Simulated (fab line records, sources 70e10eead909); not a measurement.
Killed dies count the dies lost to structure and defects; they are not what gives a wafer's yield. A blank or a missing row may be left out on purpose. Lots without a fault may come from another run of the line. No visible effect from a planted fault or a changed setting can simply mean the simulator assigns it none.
Matching of chambers	flow nand-harc	NHARC_A_STAIRCASE_DESCUM_291 on rie-diel-04 has 4 sister chambers
The step chemistry O2, time 3 s. 18 wafers are shown with their chamber, then 9 later ones without.

## WAFERS, EACH WITH ITS CHAMBER
wafer	chamber	showerhead-plenum-p-Torr (Torr)	rf-vpp-V (V)	throttle-valve-pct (%)
L074.1	2	1.82	56.2	11.304
L074.2	1	2.02	57.6	11.297
L074.3	0	1.94	58.5	11.311
L078.2	2	1.82	55.7	11.302
L078.4	0	1.93	57.2	11.313
L078.5	1	2.02	58.1	11.315
L084.1	0	1.93	58.4	11.306
L084.2	1	2.02	59.4	11.316
L084.5	0	1.93	57.8	11.322
L082.2	2	1.82	57.2	11.311
L082.4	1	2.02	57.4	11.320
L082.5	0	1.93	58.0	11.298
L086.1	1	2.01	58.5	11.316
L086.2	3	1.99	57.9	11.317
L086.4	0	1.93	57.5	11.320
L087.2	0	1.93	58.7	11.319
L087.3	3	1.99	59.1	11.320
L087.4	1	2.01	58.6	11.300

SIGNATURES (averages over the wafers above)
reading	chamber 0	chamber 1	chamber 2	chamber 3	scatter within a chamber
showerhead-plenum-p-Torr	1.9314	2.0167	1.8200	1.9900	0.00396
rf-vpp-V	58.014	58.267	56.367	58.500	0.676
throttle-valve-pct	11.31271	11.31067	11.30567	11.31850	0.00826
Rule: a wafer lies at a distance from a chamber equal to the root of the sum of squares, over the readings, of (its reading less the chamber's mean, divided by the reading's scatter). The wafer belongs to the nearest chamber; if the next one is less than 2 further off, it can't be placed. How the scatter is found: for the shown wafers, subtract from each reading the mean of its chamber, square and add these, divide the total by (wafers less chambers), then take the root.

## WAFERS WITH NO CHAMBER GIVEN
wafer	showerhead-plenum-p-Torr (Torr)	rf-vpp-V (V)	throttle-valve-pct (%)
L091.1	2.01	58.1	11.316
L091.4	1.93	58.8	11.283
L091.5	1.93	58.4	11.304
L093.1	1.81	58.0	11.309
L093.3	1.98	58.1	11.312
L093.4	2.01	58.1	11.298
L096.1	1.81	56.7	11.304
L096.2	1.92	57.8	11.309
L096.3	1.98	57.9	11.319

## THE CHAMBER EACH PASSED THROUGH
wafer	from the rows above	in truth
L091.1	1	1
L091.4	0	0
L091.5	0	0
L093.1	2	2
L093.3	3	3
L093.4	1	1
L096.1	2	2
L096.2	0	0
L096.3	3	3
9 of 9 placed correctly. Can't be placed from these rows: 0. Placed wrongly: 0.
